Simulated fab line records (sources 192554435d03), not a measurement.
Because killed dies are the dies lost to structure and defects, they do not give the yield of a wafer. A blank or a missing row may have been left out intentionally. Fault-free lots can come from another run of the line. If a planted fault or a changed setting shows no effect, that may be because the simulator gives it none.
The tool behind it: which one? -- flow n5-finfet -- Sampling: 10 lots, 27 wafers, 5 of 1938 route steps

## WHAT EACH GAUGE READ, for each wafer
N5_DUMMY_GATE_CD_MEAS_50 targets a cd of 14 nm. Usual: cd-nm 14.0 nm, standard deviation 0.41.
lot,measured,on,cd-nm (nm),flag
L633,day 4 09:40,cd-sem-02,13.0 13.7 14.3,
L634,day 4 20:02,cd-sem-03,13.4 14.7 14.8,
L636,day 5 04:13,cd-sem-03,13.9 14.7 15.0,
L641,day 6 14:11,cd-sem-01,13.8 14.1 14.2,
L642,day 6 19:49,cd-sem-02,14.7 14.9,
L644,day 7 05:58,cd-sem-03,14.3 14.3,
L645,day 7 10:19,cd-sem-03,13.7 14.1,
L647,day 7 23:29,cd-sem-03,13.9 14.9 13.8,
L648,day 8 06:39,cd-sem-03,14.0 14.3 13.7,
L650,day 9 01:32,cd-sem-02,14.0 13.6 13.4,

N5_BEOL_M4_RC_MEAS_101. Usual: DIBL_N 36.3 mV/V, standard deviation 1.9; DIBL_P 36.0 mV/V, standard deviation 2.1; IOFF_N 0.16 nA/um, standard deviation 0.031; IOFF_P 0.21 nA/um, standard deviation 0.035; ION_N 675 uA/um, standard deviation 14; ION_P 464 uA/um, standard deviation 8.5; SS_N 71.5 mV/dec, standard deviation 0.6; SS_P 73.3 mV/dec, standard deviation 0.72; VT_N 250 mV, standard deviation 3.2; VT_P -250 mV, standard deviation 3.1.
lot,measured,on,DIBL_N (mV/V),DIBL_P (mV/V),IOFF_N (nA/um),IOFF_P (nA/um),ION_N (uA/um),ION_P (uA/um),SS_N (mV/dec),SS_P (mV/dec),VT_N (mV),VT_P (mV),flag
L633,day 9 06:25,prober-02,39.9 38.3 37.1,40.2 37.8 35.9,0.22 0.18 0.17,0.26 0.23 0.21,692 689 701,471 473 477,72.2 71.7 71.5,75.1 73.6 74.6,247 247 246,-246 -246 -248,
L634,day 9 15:16,prober-02,39.5 39.9 36.4,38.3 38.0 35.1,0.19 0.22 0.16,0.27 0.27 0.22,675 672 677,465 460 470,72.0 72.6 70.3,73.3 73.2 72.6,249 247 251,-247 -244 -247,
L636,day 9 16:55,prober-01,37.2 33.7 30.6,39.2 35.7 31.6,0.19 0.13 0.09,0.23 0.18 0.13,662 667 638,451 454 441,72.9 70.8 70.6,73.5 72.9 72.3,250 252 256,-249 -255 -255,
L641,day 12 21:15,prober-01,37.7 36.4 37.2,35.8 34.5 34.4,0.17 0.15 0.16,0.22 0.19 0.19,691 675 676,473 462 460,72.6 72.1 72.3,73.5 72.9 72.9,248 250 251,-246 -251 -251,
L642,day 13 14:40,prober-01,33.3 33.9,32.8 34.1,0.11 0.12,0.14 0.15,666 664,450 453,70.0 70.9,72.3 72.7,255 254,-255 -255,
L644,day 14 01:34,prober-01,36.9 38.0,34.5 36.6,0.15 0.15,0.19 0.22,673 648,456 452,71.2 72.3,73.6 74.2,249 253,-252 -252,
L645,day 13 19:43,prober-02,37.5 40.0,35.8 38.8,0.16 0.21,0.21 0.25,694 683,471 462,71.5 72.7,74.1 74.0,249 245,-249 -247,
L647,day 13 01:41,prober-01,35.2 35.7 37.2,36.5 36.8 39.7,0.14 0.16 0.19,0.17 0.18 0.22,678 681 698,458 457 471,70.4 71.7 72.5,72.9 73.2 73.5,248 248 246,-257 -254 -250,
L648,day 13 00:07,prober-02,38.4 35.6 38.0,36.3 34.7 37.4,0.17 0.12 0.16,0.21 0.19 0.22,663 668 676,453 464 460,72.6 71.1 72.0,73.2 73.2 74.0,250 252 248,-250 -251 -246,
L650,day 15 04:40,prober-01,36.2 36.5 36.9,36.7 36.7 37.3,0.15 0.15 0.16,0.21 0.21 0.21,668 668 665,460 458 457,71.1 70.7 71.4,73.1 73.2 74.1,250 251 251,-249 -248 -250,

## WHICH TOOL RAN EACH LOT (tool, then ch and the chambers of the sampled wafers, then the start)
lot,N5_DUMMY_GATE_ETCH_36,N5_DUMMY_GATE_ETCH_32,N5_SPACER0_ALD_07
L633,"rie-diel-05 ch 0,2,3, day 4 09:13","rie-si-05 ch 0,2,3, day 4 09:57","ald-sin-02 ch 0,1,3, day 4 10:33"
L634,"rie-diel-05 ch 0,2,3, day 4 19:43","rie-si-03 ch 0,1, day 4 20:20","ald-sin-02 ch 2,3, day 4 22:48"
L636,"rie-diel-01 ch 0,1,3, day 5 03:58","rie-si-05 ch 0,1,2, day 5 04:31","ald-sin-03 ch 0,3, day 5 05:02"
L641,"rie-diel-05 ch 0,2,3, day 6 13:44","rie-si-05 ch 0,1,2, day 6 14:33","ald-sin-02 ch 0,2, day 6 15:29"
L642,"rie-diel-06 ch 0,1, day 6 19:32","rie-si-05 ch 0,2, day 6 20:06","ald-sin-03 ch 1,3, day 6 20:43"
L644,"rie-diel-05 ch 0,3, day 7 05:41","rie-si-05 ch 0,3, day 7 06:15","ald-sin-03 ch 1,3, day 7 06:46"
L645,"rie-diel-01 ch 0,2, day 7 10:03","rie-si-05 ch 1,2, day 7 10:37","ald-sin-02 ch 2,3, day 7 11:17"
L647,"rie-diel-06 ch 0,3, day 7 23:07","rie-si-03 ch 0,1,2, day 7 23:49","ald-sin-03 ch 2,3, day 8 00:25"
L648,"rie-diel-05 ch 0,1,3, day 8 06:11","rie-si-03 ch 1,2,3, day 8 06:59","ald-sin-02 ch 0,2,3, day 8 07:30"
L650,"rie-diel-05 ch 1,2, day 9 01:07","rie-si-04 ch 0,3, day 9 01:52","ald-sin-02 ch 0,1,2, day 9 03:10"
- N5_DUMMY_GATE_ETCH_36: etches SiARC in CF4, target depth 13 nm.
- N5_DUMMY_GATE_ETCH_32: etches SiO2 in CF4, target depth 3.5 nm, time 3.9 s.
- N5_SPACER0_ALD_07: deposits SiNx, target thk 2 nm.

## WHAT THE TOOLS THEMSELVES READ (means of the sampled wafers that have a number; where no wafer has one, the mark that the record gives instead)
N5_DUMMY_GATE_ETCH_36. Usual: drypump-motor-current-A 5.7 A, standard deviation 0.72; oes-product-au 0.75 a.u., standard deviation 0.068; rf-vpp-V 184.0 V, standard deviation 1.2; showerhead-plenum-p-Torr 2.15 Torr, standard deviation 0.077; throttle-valve-pct 15.74 %, standard deviation 0.18.
lot,tool,drypump-motor-current-A (A),oes-product-au (a.u.),rf-vpp-V (V),showerhead-plenum-p-Torr (Torr),throttle-valve-pct (%),flag
L633,rie-diel-05,5.6,0.70,183.6,2.10,15.88,
L634,rie-diel-05,5.6,0.69,182.1,2.10,15.89,
L636,rie-diel-01,5.0,0.74,185.3,2.19,15.80,
L641,rie-diel-05,5.7,0.80,184.9,2.18,15.73,
L642,rie-diel-06,5.9,0.78,184.6,2.19,15.51,
L644,rie-diel-05,5.8,0.83,183.5,2.16,15.77,
L645,rie-diel-01,5.3,0.77,185.9,2.20,15.87,
L647,rie-diel-06,5.8,0.78,184.5,2.17,15.59,
L648,rie-diel-05,6.1,0.79,183.9,2.12,15.77,
L650,rie-diel-05,6.2,0.72,183.4,2.11,15.76,

N5_DUMMY_GATE_ETCH_32. Usual: drypump-motor-current-A 5.6 A, standard deviation 0.61; he-backside-leak-sccm 2.7 sccm, standard deviation 0.33; oes-product-au 1.004 a.u., standard deviation 0.016; throttle-valve-pct 21.8 %, standard deviation 0.34.
lot,tool,drypump-motor-current-A (A),he-backside-leak-sccm (sccm),oes-product-au (a.u.),throttle-valve-pct (%),flag
L633,rie-si-05,5.7,2.5,1.013,22.0,
L634,rie-si-03,5.0,2.7,0.995,21.9,
L636,rie-si-05,5.8,2.7,1.011,21.8,
L641,rie-si-05,5.8,2.6,1.011,21.8,
L642,rie-si-05,6.0,2.8,1.124,21.8,OFF
L644,rie-si-05,5.3,2.5,1.129,21.9,OFF
L645,rie-si-05,5.9,2.8,1.131,22.0,OFF
L647,rie-si-03,5.4,2.8,0.999,21.8,
L648,rie-si-03,6.0,2.8,1.002,21.8,
L650,rie-si-04,5.2,2.7,0.996,21.3,

N5_SPACER0_ALD_07. Usual: heater-power-w 813 W, standard deviation 89.
lot,tool,heater-power-w (W),flag
L633,ald-sin-02,802,
L634,ald-sin-02,787,
L636,ald-sin-03,854,
L641,ald-sin-02,909,
L642,ald-sin-03,766,
L644,ald-sin-03,768,
L645,ald-sin-02,818,
L647,ald-sin-03,724,
L648,ald-sin-02,854,
L650,ald-sin-02,876,

## THE ANSWER, worked out from the rows above alone
Rule: take the mean of a lot's wafers that have a number; if it is more than 3 standard deviations from the usual mean, the lot is off. Also off: a lot with no number at a reading for which 4 or more lots have one. Any other lot the step has rows for is counted as sound. The gauges are gone through in route order, then the tools' own readings, and for those a lot's mean is taken as printed above. At the first step where some lot is off, the reading lying furthest off is the one used; lots without a number count as furthest.
Off: L642, L644, L645, at N5_DUMMY_GATE_ETCH_32 (oes-product-au).
If a tool, at that step or one of the process steps before it, ran each lot that is off and ran no sound lot following the first of them, it fits. One fits: N5_DUMMY_GATE_ETCH_32 on rie-si-05. A fault onset in the window from L641 (day 6 14:33, its last sound lot) to L642 (day 6 20:06, its first lot off) fits.
The tool's own readings at N5_DUMMY_GATE_ETCH_32 bear it out: on the lots that are off they differ by more than 5 times the standard deviation of the sound lots' means. oes-product-au reads 1.128 a.u. there against 1.004 a.u. on the sound lots.

## WHAT WAS PUT IN BY THE SIMULATOR
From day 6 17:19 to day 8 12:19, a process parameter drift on rie-si-05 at N5_DUMMY_GATE_ETCH_32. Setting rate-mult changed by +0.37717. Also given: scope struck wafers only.
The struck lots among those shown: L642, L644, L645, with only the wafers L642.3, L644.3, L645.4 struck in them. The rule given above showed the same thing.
